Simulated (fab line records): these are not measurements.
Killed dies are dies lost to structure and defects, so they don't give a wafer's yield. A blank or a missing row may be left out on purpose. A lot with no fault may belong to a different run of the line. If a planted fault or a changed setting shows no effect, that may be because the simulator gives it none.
Chamber matching -- flow nand_harc -- NHARC_A_M1_CMP_23 on cmp-02: 4 sister chambers
The step polishes, t overpolish 20 s, target thk 154.34 nm. 4 wafers are shown with their chamber, then 9 later ones without.

WAFERS PAIRED WITH THEIR CHAMBERS
wafer,chamber,motor_current_A (A)
L080.3,3,10.2
L086.3,0,11.6
L086.4,1,11.3
L086.6,2,11.7

WAFERS WHOSE CHAMBER IS MISSING
wafer,motor_current_A (A)
L085.1,11.6
L085.3,11.2
L085.4,11.6
L096.4,11.5
L096.5,11.3
L096.6,10.0
L097.1,11.8
L097.2,12.0
L097.5,11.9

EACH ONE'S CHAMBER
wafer,from the rows above,in truth
L085.1,can't be placed: 0 or 2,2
L085.3,1,1
L085.4,can't be placed: 0 or 2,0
L096.4,can't be placed: 0 or 1 or 2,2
L096.5,1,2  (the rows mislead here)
L096.6,3,3
L097.1,can't be placed: 2 or 0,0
L097.2,can't be placed: 2 or 0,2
L097.5,can't be placed: 2 or 0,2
2 of 9 placed correctly. Unplaceable from these rows: 6, with the true chamber sitting among the candidates in 6. Placed wrongly: 1.
How it was worked out, from the rows above alone: a wafer's distance from a chamber is the root of the sum, over the readings, of the square of ((its reading less the chamber's mean) divided by the reading's scatter). The wafer belongs to the nearest chamber; if the next one is less than 2 further off, it can't be placed. For every chamber, the mean is computed from those of its wafers that are shown. The scatter: with one shown wafer a chamber, the root of the mean of the squares of how far each hidden wafer lies from its nearest shown one.
